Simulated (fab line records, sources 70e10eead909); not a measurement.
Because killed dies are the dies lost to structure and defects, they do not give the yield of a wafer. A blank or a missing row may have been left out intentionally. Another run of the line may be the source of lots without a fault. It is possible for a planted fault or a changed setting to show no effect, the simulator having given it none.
Which tool did it? :: flow nand_harc :: 9 lots, 27 wafers sampled, at 5 steps of a route of 1159

== WHAT EACH GAUGE READ, for each wafer ==
NHARC_END_SORT_01. Usual: killed_at_array 29, standard deviation 11; killed_at_other 0.7, standard deviation 1.1; killed_at_periphery 2.9, standard deviation 2.2; killed_dies 33, standard deviation 11; killed_open 3.1, standard deviation 1.8; killed_short 1.9, standard deviation 1.4.
lot: L548
measured: day 19 16:32
on: prober-02
killed_at_array: 32 35 29
killed_at_other: 2 0 1
killed_at_periphery: 1 2 5
killed_dies: 35 37 35
killed_open: 4 2 7
killed_short: 3 1 2
flag: 

lot: L558
measured: day 21 17:40
on: prober-01
killed_at_array: 34 24 29
killed_at_other: 2 1 2
killed_at_periphery: 0 2 3
killed_dies: 36 27 34
killed_open: 3 3 5
killed_short: 0 4 2
flag: 

lot: L562
measured: day 22 13:22
on: prober-02
killed_at_array: 15 12 15
killed_at_other: 0 4 0
killed_at_periphery: 1 4 2
killed_dies: 16 20 17
killed_open: 1 3 1
killed_short: 0 1 0
flag: 

lot: L565
measured: day 23 06:09
on: prober-02
killed_at_array: 20 25 15
killed_at_other: 2 1 1
killed_at_periphery: 3 2 0
killed_dies: 25 28 16
killed_open: 1 3 2
killed_short: 5 1 4
flag: 

== EACH LOT AND THE TOOL THAT RAN IT (in order: tool; ch and the chambers of the sampled wafers; start) ==
lot: L548
NHARC_A_STAIRCASE_TRIM_189: rie_diel-10 ch 0,2,3, day 11 10:22
NHARC_A_STAIRCASE_ETCH_194: rie_diel-10 ch 0,1,3, day 11 11:21 or earlier
NHARC_A_STAIRCASE_TRIM_196: rie_diel-11 ch 0,2,3, day 11 11:21
NHARC_A_STAIRCASE_TRIM_198: rie_diel-11 ch 2,3, day 19 16:32 or earlier

lot: L558
NHARC_A_STAIRCASE_TRIM_189: rie_diel-09 ch 0,2,3, day 13 02:25
NHARC_A_STAIRCASE_ETCH_194: rie_diel-09 ch 0,2, day 13 03:18 or earlier
NHARC_A_STAIRCASE_TRIM_196: rie_diel-10 ch 0,1,2, day 13 03:18
NHARC_A_STAIRCASE_TRIM_198: rie_diel-10 ch 1,3, day 21 17:40 or earlier

lot: L559
NHARC_A_STAIRCASE_TRIM_189: rie_diel-09 ch 2,3, day 14 09:35
NHARC_A_STAIRCASE_ETCH_194: rie_diel-09 ch 1,2, day 14 10:29 or earlier
NHARC_A_STAIRCASE_TRIM_196: rie_diel-09 ch 0,2,3, day 14 10:29
NHARC_A_STAIRCASE_TRIM_198: rie_diel-09 ch 2,3, no start

lot: L562
NHARC_A_STAIRCASE_TRIM_189: rie_diel-10 ch 0,1, day 14 19:31
NHARC_A_STAIRCASE_ETCH_194: rie_diel-10 ch 1,2, day 14 20:22 or earlier
NHARC_A_STAIRCASE_TRIM_196: rie_diel-10 ch 0,1,3, day 14 20:22
NHARC_A_STAIRCASE_TRIM_198: rie_diel-10 ch 0,1,3, day 22 13:22 or earlier

lot: L565
NHARC_A_STAIRCASE_TRIM_189: rie_diel-11 ch 0,1,3, day 15 00:52
NHARC_A_STAIRCASE_ETCH_194: rie_diel-11 ch 0,1,3, day 15 01:46 or earlier
NHARC_A_STAIRCASE_TRIM_196: rie_diel-11 ch 0,1,2, day 15 01:46
NHARC_A_STAIRCASE_TRIM_198: rie_diel-11 ch 1,2,3, day 23 06:09 or earlier

lot: L566
NHARC_A_STAIRCASE_TRIM_189: rie_diel-10 ch 0,1,2, day 15 11:52
NHARC_A_STAIRCASE_ETCH_194: rie_diel-10 ch 0,1,3, day 15 12:40 or earlier
NHARC_A_STAIRCASE_TRIM_196: rie_diel-10 ch 2,3, day 15 12:40
NHARC_A_STAIRCASE_TRIM_198: rie_diel-10 ch 0,1,3, no start

lot: L567
NHARC_A_STAIRCASE_TRIM_189: rie_diel-11 ch 0,1, day 15 16:53
NHARC_A_STAIRCASE_ETCH_194: rie_diel-11 ch 0,1,2, day 15 17:42 or earlier
NHARC_A_STAIRCASE_TRIM_196: rie_diel-11 ch 0,2,3, day 15 17:42
NHARC_A_STAIRCASE_TRIM_198: rie_diel-11 ch 0,1,3, no start

lot: L570
NHARC_A_STAIRCASE_TRIM_189: rie_diel-11 ch 1,2,3, day 16 16:05
NHARC_A_STAIRCASE_ETCH_194: rie_diel-11 ch 0,1, day 16 16:53 or earlier
NHARC_A_STAIRCASE_TRIM_196: rie_diel-10 ch 0,1,3, day 16 16:53
NHARC_A_STAIRCASE_TRIM_198: rie_diel-10 ch 0,1,3, no start

lot: L571
NHARC_A_STAIRCASE_TRIM_189: rie_diel-11 ch 0,1,3, day 16 23:53
NHARC_A_STAIRCASE_ETCH_194: rie_diel-11 ch 0,2,3, day 17 00:40 or earlier
NHARC_A_STAIRCASE_TRIM_196: rie_diel-09 ch 0,1,2, day 17 00:40
NHARC_A_STAIRCASE_TRIM_198: rie_diel-09 ch 0,1, no start
- NHARC_A_STAIRCASE_TRIM_189: chemistry O2, time 211.2 s.
- NHARC_A_STAIRCASE_ETCH_194: etches the open film in C4F8/O2, target depth 100 nm, time 40.5 s.
- NHARC_A_STAIRCASE_TRIM_196: chemistry O2, time 211.2 s.
- NHARC_A_STAIRCASE_TRIM_198: chemistry O2, time 211.2 s.

== AS READ BY THE TOOLS THEMSELVES (means over the sampled wafers that have a number; for cases with no such wafer, the mark the record gives instead) ==
NHARC_A_STAIRCASE_TRIM_189. Usual: value, then standard deviation, for each; drypump_motor_current_A 5.6 A / 0.47; mfc_ar_sccm 0.010 sccm / 0.012; oes_product_au 0.999 a.u. / 0.01; rf_vpp_V 57.9 V / 0.86; run_length_s 232.7 s / 0.37; showerhead_plenum_p_Torr 3.54 Torr / 0.16; throttle_valve_pct 17.037 % / 0.0096.
lot: L548
tool: rie_diel-10
drypump_motor_current_A (A): 5.6
mfc_ar_sccm (sccm): 0.005
oes_product_au (a.u.): 1.000
rf_vpp_V (V): 57.4
run_length_s (s): 232.1
showerhead_plenum_p_Torr (Torr): 3.44
throttle_valve_pct (%): 17.028
flag: 

lot: L558
tool: rie_diel-09
drypump_motor_current_A (A): 5.6
mfc_ar_sccm (sccm): 0.005
oes_product_au (a.u.): 1.010
rf_vpp_V (V): 57.9
run_length_s (s): 192.4
showerhead_plenum_p_Torr (Torr): 3.44
throttle_valve_pct (%): 17.035
flag: OFF

lot: L559
tool: rie_diel-09
drypump_motor_current_A (A): 5.6
mfc_ar_sccm (sccm): 0.000
oes_product_au (a.u.): 1.012
rf_vpp_V (V): 58.1
run_length_s (s): 192.4
showerhead_plenum_p_Torr (Torr): 3.39
throttle_valve_pct (%): 17.037
flag: OFF

lot: L562
tool: rie_diel-10
drypump_motor_current_A (A): 5.3
mfc_ar_sccm (sccm): 0.008
oes_product_au (a.u.): 1.000
rf_vpp_V (V): 57.8
run_length_s (s): 232.4
showerhead_plenum_p_Torr (Torr): 3.56
throttle_valve_pct (%): 17.042
flag: 

lot: L565
tool: rie_diel-11
drypump_motor_current_A (A): 6.0
mfc_ar_sccm (sccm): 0.009
oes_product_au (a.u.): 0.988
rf_vpp_V (V): 58.6
run_length_s (s): 232.7
showerhead_plenum_p_Torr (Torr): 3.58
throttle_valve_pct (%): 17.035
flag: 

lot: L566
tool: rie_diel-10
drypump_motor_current_A (A): 5.2
mfc_ar_sccm (sccm): 0.008
oes_product_au (a.u.): 0.999
rf_vpp_V (V): 57.7
run_length_s (s): 232.4
showerhead_plenum_p_Torr (Torr): 3.53
throttle_valve_pct (%): 17.029
flag: 

lot: L567
tool: rie_diel-11
drypump_motor_current_A (A): 6.2
mfc_ar_sccm (sccm): 0.011
oes_product_au (a.u.): 0.995
rf_vpp_V (V): 57.7
run_length_s (s): 233.0
showerhead_plenum_p_Torr (Torr): 3.48
throttle_valve_pct (%): 17.041
flag: 

lot: L570
tool: rie_diel-11
drypump_motor_current_A (A): 5.8
mfc_ar_sccm (sccm): 0.002
oes_product_au (a.u.): 0.992
rf_vpp_V (V): 57.4
run_length_s (s): 232.7
showerhead_plenum_p_Torr (Torr): 3.57
throttle_valve_pct (%): 17.042
flag: 

lot: L571
tool: rie_diel-11
drypump_motor_current_A (A): 6.0
mfc_ar_sccm (sccm): 0.009
oes_product_au (a.u.): 0.986
rf_vpp_V (V): 58.9
run_length_s (s): 233.0
showerhead_plenum_p_Torr (Torr): 3.57
throttle_valve_pct (%): 17.032
flag: 

NHARC_A_STAIRCASE_ETCH_194. Usual: oes_product_au 0.941 a.u., standard deviation 0.011; rf_vpp_V 896 V, standard deviation 5.6.
lot: L548
tool: rie_diel-10
oes_product_au (a.u.): 0.946
rf_vpp_V (V): 895
flag: 

lot: L558
tool: rie_diel-09
oes_product_au (a.u.): 0.950
rf_vpp_V (V): 895
flag: 

lot: L559
tool: rie_diel-09
oes_product_au (a.u.): 0.950
rf_vpp_V (V): 899
flag: 

lot: L562
tool: rie_diel-10
oes_product_au (a.u.): 0.946
rf_vpp_V (V): 898
flag: 

lot: L565
tool: rie_diel-11
oes_product_au (a.u.): 0.932
rf_vpp_V (V): 897
flag: 

lot: L566
tool: rie_diel-10
oes_product_au (a.u.): 0.941
rf_vpp_V (V): 894
flag: 

lot: L567
tool: rie_diel-11
oes_product_au (a.u.): 0.935
rf_vpp_V (V): 900
flag: 

lot: L570
tool: rie_diel-11
oes_product_au (a.u.): 0.943
rf_vpp_V (V): 894
flag: 

lot: L571
tool: rie_diel-11
oes_product_au (a.u.): 0.933
rf_vpp_V (V): 903
flag: 

NHARC_A_STAIRCASE_TRIM_196. Usual: value, then standard deviation, for each; drypump_motor_current_A 5.7 A / 0.46; mfc_ar_sccm 0.007 sccm / 0.0094; oes_product_au 0.999 a.u. / 0.0097; rf_vpp_V 57.8 V / 1; run_length_s 232.6 s / 0.38; showerhead_plenum_p_Torr 3.57 Torr / 0.17; throttle_valve_pct 17.036 % / 0.0098.
lot: L548
tool: rie_diel-11
drypump_motor_current_A (A): 6.0
mfc_ar_sccm (sccm): 0.007
oes_product_au (a.u.): 0.992
rf_vpp_V (V): 58.3
run_length_s (s): 232.7
showerhead_plenum_p_Torr (Torr): 3.74
throttle_valve_pct (%): 17.037
flag: 

lot: L558
tool: rie_diel-10
drypump_motor_current_A (A): 5.3
mfc_ar_sccm (sccm): 0.008
oes_product_au (a.u.): 1.004
rf_vpp_V (V): 58.4
run_length_s (s): 232.5
showerhead_plenum_p_Torr (Torr): 3.54
throttle_valve_pct (%): 17.041
flag: 

lot: L559
tool: rie_diel-09
drypump_motor_current_A (A): 5.6
mfc_ar_sccm (sccm): 0.005
oes_product_au (a.u.): 1.004
rf_vpp_V (V): 57.6
run_length_s (s): 232.9
showerhead_plenum_p_Torr (Torr): 3.43
throttle_valve_pct (%): 17.027
flag: 

lot: L562
tool: rie_diel-10
drypump_motor_current_A (A): 5.6
mfc_ar_sccm (sccm): 0.006
oes_product_au (a.u.): 1.001
rf_vpp_V (V): 57.1
run_length_s (s): 232.5
showerhead_plenum_p_Torr (Torr): 3.48
throttle_valve_pct (%): 17.039
flag: 

lot: L565
tool: rie_diel-11
drypump_motor_current_A (A): 6.1
mfc_ar_sccm (sccm): 0.009
oes_product_au (a.u.): 0.989
rf_vpp_V (V): 58.7
run_length_s (s): 232.5
showerhead_plenum_p_Torr (Torr): 3.63
throttle_valve_pct (%): 17.044
flag: 

lot: L566
tool: rie_diel-10
drypump_motor_current_A (A): 5.9
mfc_ar_sccm (sccm): 0.002
oes_product_au (a.u.): 0.999
rf_vpp_V (V): 57.2
run_length_s (s): 232.1
showerhead_plenum_p_Torr (Torr): 3.34
throttle_valve_pct (%): 17.030
flag: 

lot: L567
tool: rie_diel-11
drypump_motor_current_A (A): 6.0
mfc_ar_sccm (sccm): 0.007
oes_product_au (a.u.): 0.996
rf_vpp_V (V): 58.2
run_length_s (s): 232.4
showerhead_plenum_p_Torr (Torr): 3.72
throttle_valve_pct (%): 17.038
flag: 

lot: L570
tool: rie_diel-10
drypump_motor_current_A (A): 5.6
mfc_ar_sccm (sccm): 0.006
oes_product_au (a.u.): 1.008
rf_vpp_V (V): 58.1
run_length_s (s): 232.7
showerhead_plenum_p_Torr (Torr): 3.65
throttle_valve_pct (%): 17.045
flag: 

lot: L571
tool: rie_diel-09
drypump_motor_current_A (A): 5.2
mfc_ar_sccm (sccm): 0.018
oes_product_au (a.u.): 1.007
rf_vpp_V (V): 57.9
run_length_s (s): 233.0
showerhead_plenum_p_Torr (Torr): 3.53
throttle_valve_pct (%): 17.032
flag: 

NHARC_A_STAIRCASE_TRIM_198. Usual: value, then standard deviation, for each; drypump_motor_current_A 5.7 A / 0.46; mfc_ar_sccm 0.007 sccm / 0.0097; oes_product_au 0.999 a.u. / 0.011; rf_vpp_V 57.8 V / 0.9; run_length_s 232.6 s / 0.38; showerhead_plenum_p_Torr 3.56 Torr / 0.17; throttle_valve_pct 17.038 % / 0.0087.
lot: L548
tool: rie_diel-11
drypump_motor_current_A (A): 5.8
mfc_ar_sccm (sccm): 0.000
oes_product_au (a.u.): 1.001
rf_vpp_V (V): 58.2
run_length_s (s): 232.3
showerhead_plenum_p_Torr (Torr): 3.74
throttle_valve_pct (%): 17.040
flag: 

lot: L558
tool: rie_diel-10
drypump_motor_current_A (A): 5.4
mfc_ar_sccm (sccm): 0.006
oes_product_au (a.u.): 1.011
rf_vpp_V (V): 57.0
run_length_s (s): 232.4
showerhead_plenum_p_Torr (Torr): 3.52
throttle_valve_pct (%): 17.036
flag: 

lot: L559
tool: rie_diel-09
drypump_motor_current_A (A): 5.6
mfc_ar_sccm (sccm): 0.000
oes_product_au (a.u.): 1.019
rf_vpp_V (V): 57.4
run_length_s (s): 232.9
showerhead_plenum_p_Torr (Torr): 3.45
throttle_valve_pct (%): 17.046
flag: 

lot: L562
tool: rie_diel-10
drypump_motor_current_A (A): 5.5
mfc_ar_sccm (sccm): 0.006
oes_product_au (a.u.): 1.000
rf_vpp_V (V): 57.7
run_length_s (s): 232.4
showerhead_plenum_p_Torr (Torr): 3.48
throttle_valve_pct (%): 17.032
flag: 

lot: L565
tool: rie_diel-11
drypump_motor_current_A (A): 5.8
mfc_ar_sccm (sccm): 0.002
oes_product_au (a.u.): 0.994
rf_vpp_V (V): 58.5
run_length_s (s): 232.7
showerhead_plenum_p_Torr (Torr): 3.58
throttle_valve_pct (%): 17.039
flag: 

lot: L566
tool: rie_diel-10
drypump_motor_current_A (A): 5.6
mfc_ar_sccm (sccm): 0.006
oes_product_au (a.u.): 1.000
rf_vpp_V (V): 57.8
run_length_s (s): 232.7
showerhead_plenum_p_Torr (Torr): 3.48
throttle_valve_pct (%): 17.032
flag: 

lot: L567
tool: rie_diel-11
drypump_motor_current_A (A): 6.0
mfc_ar_sccm (sccm): 0.009
oes_product_au (a.u.): 0.994
rf_vpp_V (V): 58.1
run_length_s (s): 232.6
showerhead_plenum_p_Torr (Torr): 3.57
throttle_valve_pct (%): 17.040
flag: 

lot: L570
tool: rie_diel-10
drypump_motor_current_A (A): 5.5
mfc_ar_sccm (sccm): 0.006
oes_product_au (a.u.): 1.013
rf_vpp_V (V): 57.5
run_length_s (s): 232.6
showerhead_plenum_p_Torr (Torr): 3.65
throttle_valve_pct (%): 17.031
flag: 

lot: L571
tool: rie_diel-09
drypump_motor_current_A (A): 5.2
mfc_ar_sccm (sccm): 0.023
oes_product_au (a.u.): 0.999
rf_vpp_V (V): 56.7
run_length_s (s): 232.8
showerhead_plenum_p_Torr (Torr): 3.51
throttle_valve_pct (%): 17.041
flag: 

== THE ANSWER, worked out from the rows above alone ==
Rule: lot off if the mean of its wafers having a number is beyond 3 standard deviations from the usual mean. Also off: a lot with no number at a reading for which 4 or more lots have one. The other lots that the step has rows for count as sound. First the gauges in route order, then the tools' own readings, where a lot's mean is used as printed above. At the first step where some lot is off, the reading lying furthest off is the one used; lots without a number count as furthest.
Off, at NHARC_A_STAIRCASE_TRIM_189 on run_length_s: L558, L559.
If a tool, at that step or one of the process steps before it, ran each lot that is off and ran no sound lot following the first of them, it fits. One candidate fits, namely rie_diel-09 at NHARC_A_STAIRCASE_TRIM_189. It ran no sound lot before its first lot that is off in this sample, so the start can't be narrowed down.
The tool's own readings at NHARC_A_STAIRCASE_TRIM_189 bear it out: on the lots that are off they differ by more than 5 times the standard deviation of the sound lots' means. run_length_s reads 192.4 s there against 232.6 s on the sound lots.

== WHAT THE SIMULATOR HAD PUT IN ==
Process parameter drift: rie_diel-09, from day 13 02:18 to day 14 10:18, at NHARC_A_STAIRCASE_TRIM_189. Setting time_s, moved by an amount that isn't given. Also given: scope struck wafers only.
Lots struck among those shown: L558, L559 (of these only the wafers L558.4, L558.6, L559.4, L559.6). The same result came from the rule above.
